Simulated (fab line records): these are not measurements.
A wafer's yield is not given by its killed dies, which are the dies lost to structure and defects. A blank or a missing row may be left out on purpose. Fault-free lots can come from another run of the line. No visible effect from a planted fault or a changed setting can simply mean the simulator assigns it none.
fab line records | flow nand_harc
[record] lots = 7 | wafers = 21 | last_day = 24
route steps=1159 shown P_ZERO_WELL@44
lots untouched by any fault: they come from a run of this same line in which no faults occurred
start_h: hours from the record's opening day to when the first of the lot's shown wafers began | wait_h: hours from the lot's prior step to this one | " unchanged from the row above | L1.1+2: a row that stands for several wafers | - value missing, or start not given | * or withheld: withheld | < > ~ a bound
route shown NAME@n: a module of which the file shows steps, and the number in the route of the first | usual: average and standard deviation across the fault-free wafers | same: alike in all rows | chamber/n: place in a boat | sites: the reading at each site | _std_site: the standard deviation of these | _edge_site: inner sites' mean taken away from outer sites' mean | radius_mm: for every site, how far away it sits from the centre of the wafer | mask NAME#n: copy n | behind: the most recent tool/chamber to have shaped the wafer | hold: why the lot went on hold/how many hours it stayed there/how the hold came to an end | device: transistor that didn't switch, given as n, p or np | end of line: at the end of the route, the tests of the same wafers | a step with no rows: only its recipe | killed: dies that structure and defects cost at the first sort, which is not the same as the wafer's yield | map: shows each die of a wafer: x if killed, . if not, _ if none is there
set.NAME: the setting as run; set.NAME@STEP: as run at that earlier step | model.NAME: the simulator's own value behind a step, which no gauge read
lots at selected steps of the route; one table per step, one row per wafer
services: a tool's chamber out of use, with start hour (start_h, from the record's first day; less than 0 if before it), hours out, and reason
[[steps]]
[step NHARC_P_ZERO_WELL_CD_MEAS_37]
[recipe] target_cd_nm = 720 | landing_energy_ev = 500
[usual] cd_nm = 719.7/2.5
lot.wafer | tool      | chamber | start_h | wait_h | cd_nm
L916.3    | cd_sem-02 | 0       | 46.25   | -      | 716.3
L916.4    | "         | 0       | "       | "      | 719.6
L916.6    | "         | 0       | "       | "      | 721.1
L918.1    | cd_sem-03 | 0       | 58.12   | -      | 717.3
L918.3    | "         | 0       | "       | "      | 718.7
L918.6    | "         | 0       | "       | "      | 717.3
L921.3    | cd_sem-03 | 0       | 76.09   | -      | 721.0
L921.5    | "         | 0       | "       | "      | 722.1
L921.6    | "         | 0       | "       | "      | 724.4
L922.4    | cd_sem-03 | 0       | 82.13   | -      | 720.0
L922.5    | "         | 0       | "       | "      | 719.4
L922.6    | "         | 0       | "       | "      | 720.6
L923.2    | cd_sem-03 | 0       | 88.05   | -      | 716.8
L923.4    | "         | 0       | "       | "      | 714.6
L923.5    | "         | 0       | "       | "      | 721.5
L932.1    | cd_sem-01 | 0       | 141.97  | -      | 715.6
L932.4    | "         | 0       | "       | "      | 719.9
L932.6    | "         | 0       | "       | "      | 719.9
L933.1    | cd_sem-03 | 0       | 147.97  | -      | 718.8
L933.2    | "         | 0       | "       | "      | 719.4
L933.5    | "         | 0       | "       | "      | 719.0
[step NHARC_P_ZERO_WELL_HARDBAKE_38]
[recipe] temp_c = 125 | time_s = 80
[step NHARC_P_ZERO_WELL_DESCUM_39]
[recipe] time_s = 3 | o2_flow_sccm = 200 | ar_flow_sccm = 0 | bias_power_w = 0 | chemistry = O2
[usual] drypump_motor_current_A = 5.4/0.34 | oes_product_au = 1.002/0.015 | rf_vpp_V = 57.9/0.82 | showerhead_plenum_p_Torr = 1.94/0.078 | throttle_valve_pct = 11.312/0.009
lot.wafer | tool        | chamber | start_h | wait_h | drypump_motor_current_A | oes_product_au | rf_hours_counter_h | rf_vpp_V | showerhead_plenum_p_Torr | throttle_valve_pct
L916.3    | rie_diel-12 | 3       | 46.43   | -      | 5.6                     | 0.973          | 1                  | 56.6     | 1.86                     | 11.323
L916.4    | "           | 3       | "       | "      | 5.6                     | 0.984          | -                  | 57.8     | 1.86                     | 11.312
L916.6    | "           | 0       | "       | "      | 5.1                     | 1.028          | -                  | 57.8     | 2.04                     | 11.311
L918.3    | rie_diel-12 | 2       | 58.28   | -      | 5.1                     | 1.000          | 2                  | 57.9     | 1.86                     | 11.310
L918.1    | "           | 3       | "       | "      | 5.6                     | 0.984          | 2                  | 57.6     | 1.86                     | 11.314
L918.6    | "           | 2       | "       | "      | 5.1                     | 0.997          | -                  | 56.9     | 1.87                     | 11.303
L921.3    | rie_diel-10 | 0       | 76.26   | -      | 5.6                     | 0.992          | 4                  | 58.7     | 1.91                     | 11.294
L921.5    | "           | 3       | "       | "      | 5.3                     | 1.011          | -                  | 58.8     | 1.86                     | 11.315
L921.6    | "           | 0       | "       | "      | 5.6                     | 0.989          | -                  | 57.9     | 1.91                     | 11.293
L922.4    | rie_diel-10 | 0       | 82.29   | -      | 5.5                     | 0.992          | 4                  | 58.2     | 1.91                     | 11.318
L922.6    | "           | 3       | "       | "      | 5.3                     | 1.005          | -                  | 57.8     | 1.86                     | 11.309
L922.5    | "           | 0       | "       | "      | 5.5                     | 0.986          | -                  | 58.3     | 1.91                     | 11.299
L923.2    | rie_diel-12 | 2       | 88.20   | -      | 5.1                     | 1.000          | 3                  | 57.7     | 1.86                     | 11.313
L923.5    | "           | 2       | "       | "      | 5.1                     | 0.995          | -                  | 57.9     | 1.86                     | 11.325
L923.4    | "           | 1       | "       | "      | 6.2                     | 1.027          | -                  | 57.4     | 1.92                     | 11.325
L932.4    | rie_diel-05 | 1       | 142.13  | -      | 5.3                     | 1.006          | 12                 | 57.3     | 1.91                     | 11.317
L932.1    | "           | 3       | "       | "      | 6.2                     | 1.011          | 10                 | 57.7     | 2.03                     | 11.318
L932.6    | "           | 1       | "       | "      | 5.3                     | 1.015          | -                  | 57.3     | 1.91                     | 11.316
L933.2    | rie_diel-10 | 1       | 148.13  | -      | 5.4                     | 0.986          | 9                  | 57.5     | 1.89                     | 11.308
L933.1    | "           | 0       | "       | "      | 5.6                     | 1.006          | 8                  | 58.3     | 1.91                     | 11.305
L933.5    | "           | 1       | "       | "      | 5.4                     | 0.994          | -                  | 57.1     | 1.88                     | 11.308
[step NHARC_P_ZERO_WELL_IMPLANT_40]
[recipe] energy_kev = 300 | dose_cm2 = 1e+13 | tilt_deg = 7
[step NHARC_P_ZERO_WELL_IMPLANT_59]
[recipe] energy_kev = 120 | dose_cm2 = 5e+12 | tilt_deg = 7
[step NHARC_P_ZERO_WELL_IMPLANT_60]
[recipe] energy_kev = 30 | dose_cm2 = 2e+12 | tilt_deg = 7
[step NHARC_P_ZERO_WELL_STRIP_41]
[recipe] time_s = 840 | temp_c = 130 | chemistry = SPM
[step NHARC_P_ZERO_WELL_DEHYDRATE_44]
[recipe] temp_c = 150 | time_s = 120
[step NHARC_P_ZERO_WELL_HMDS_45]
[recipe] time_s = 30
[step NHARC_P_ZERO_WELL_COAT_46]
[recipe] spin_rpm = withheld
[step NHARC_P_ZERO_WELL_SOFTBAKE_47]
[recipe] temp_c = 122 | time_s = 95
[step NHARC_P_ZERO_WELL_EBR_48]
[step NHARC_P_ZERO_WELL_EXPOSE_49]
[recipe] na = 0.6 | target_cd_nm = 2000 | dose_mj = 22.64 | mask_id = P_HVPW
[usual] exposure_dose_mJ_cm2 = 22.641/0.021 | focus_offset_nm = 0.0/0.54 | na = 0.6/0
lot.wafer | tool           | chamber | start_h | wait_h | mask     | exposure_dose_mJ_cm2 | focus_offset_nm | na
L916.3    | krf_scanner-04 | 0       | 47.77   | -      | P_HVPW#0 | 22.639               | 0.1             | 0.6
L916.4    | "              | 0       | "       | "      | P_HVPW#0 | 22.642               | -0.4            | 0.6
L916.6    | "              | 0       | "       | "      | P_HVPW#0 | 22.667               | -0.8            | 0.6
L918.1    | krf_scanner-01 | 0       | 59.60   | -      | P_HVPW#0 | 22.648               | -0.7            | 0.6
L918.3    | "              | 0       | "       | "      | P_HVPW#0 | 22.595               | 0.1             | 0.6
L918.6    | "              | 0       | "       | "      | P_HVPW#0 | 22.634               | -0.4            | 0.6
L921.3    | krf_scanner-03 | -       | 77.46   | -      | P_HVPW#0 | -                    | -               | -
L921.5    | "              | -       | "       | "      | P_HVPW#0 | -                    | -               | -
L921.6    | "              | -       | "       | "      | P_HVPW#0 | -                    | -               | -
L922.4    | krf_scanner-01 | -       | 83.62   | -      | P_HVPW#0 | -                    | -               | -
L922.5    | "              | -       | "       | "      | P_HVPW#0 | -                    | -               | -
L922.6    | "              | -       | "       | "      | P_HVPW#0 | -                    | -               | -
L923.2    | krf_scanner-01 | -       | 89.43   | -      | P_HVPW#0 | -                    | -               | -
L923.4    | "              | -       | "       | "      | P_HVPW#0 | -                    | -               | -
L923.5    | "              | -       | "       | "      | P_HVPW#0 | -                    | -               | -
L932.1    | krf_scanner-04 | 0       | 143.33  | -      | P_HVPW#0 | 22.632               | 0.5             | 0.6
L932.4    | "              | 0       | "       | "      | P_HVPW#0 | 22.633               | -0.2            | 0.6
L932.6    | "              | 0       | "       | "      | P_HVPW#0 | 22.608               | -0.7            | 0.6
L933.1    | krf_scanner-03 | 0       | 149.46  | -      | P_HVPW#0 | 22.649               | 0.4             | 0.6
L933.2    | "              | 0       | "       | "      | P_HVPW#0 | 22.658               | 0.8             | 0.6
L933.5    | "              | 0       | "       | "      | P_HVPW#0 | 22.648               | 0.2             | 0.6
[step NHARC_P_ZERO_WELL_PEB_50]
[recipe] peb_temp_c = 118 | peb_time_s = 85
[[services]]
tool           | chamber | start_h | hours | kind
rie_diel-12    | -       | 25.40   | 9.0   | pm
rie_diel-12    | 0       | 25.40   | 9.0   | vent_cycle
rie_diel-12    | 1       | 25.40   | 9.0   | vent_cycle
rie_diel-12    | 2       | 25.40   | 9.0   | vent_cycle
rie_diel-12    | 3       | 25.40   | 9.0   | vent_cycle
rie_diel-10    | 0       | 33.07   | -     | clean
rie_diel-10    | 1       | 33.07   | -     | clean
rie_diel-10    | 2       | 33.07   | -     | clean
rie_diel-10    | 3       | 33.07   | -     | clean
rie_diel-12    | 0       | 34.40   | -     | clean
rie_diel-12    | 1       | 34.40   | -     | clean
rie_diel-12    | 2       | 34.40   | -     | clean
rie_diel-12    | 3       | 34.40   | -     | clean
rie_diel-12    | 1       | 44.42   | 6.2   | repair
rie_diel-10    | 0       | 57.57   | -     | clean
rie_diel-10    | 1       | 57.57   | -     | clean
krf_scanner-04 | -       | 65.01   | 0.9   | repair
rie_diel-12    | 3       | 78.62   | 32.4  | repair
krf_scanner-01 | -       | 84.00   | 4.0   | pm
rie_diel-05    | -       | 84.89   | 0.3   | repair
krf_scanner-03 | -       | 117.77  | 0.5   | repair
krf_scanner-04 | -       | 123.42  | 0.2   | repair
rie_diel-10    | -       | 127.63  | 2.0   | repair
krf_scanner-04 | -       | 148.87  | 4.0   | pm
[[key]]
[first_sign] step = NHARC_P_ZERO_WELL_EXPOSE_49 | reading = tool_record | direction = missing
effect none on later readings
met_at NHARC_P_ZERO_WELL_EXPOSE_49
struck_wafers L921.3,L921.5,L921.6,L922.4,L922.5,L922.6,L923.2,L923.4,L923.5
later_rows_left_out L921.3,L921.5,L921.6,L922.4,L922.5,L922.6,L923.2,L923.4,L923.5
sort_left_out L921.3,L921.5,L921.6,L922.4,L922.5,L922.6,L923.2,L923.4,L923.5
tester_left_out L921,L922,L923
onset_between 59.60 77.46
[fault] kind = skipped_step_whole | tool = krf_scanner-01,krf_scanner-03 | chamber = - | onset_h = 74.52 | steps = NHARC_P_ZERO_WELL_EXPOSE_49 | scope = struck_lots_only
// tester_left_out: of these lots the tester's yield and bins aren't shown, on N5 and GAA mostly nor the transistor test; their killed dies are dies lost to structure and defects alone, not to doping, threshold or leakage, so they don't give the yield
// sort_left_out: the simulated sort isn't trusted on such a fault, so these wafers' sort isn't shown, and their yield isn't known
// later_rows_left_out: the simulator's readings of these wafers behind a module that went badly wrong aren't trusted and aren't shown, but for the sort
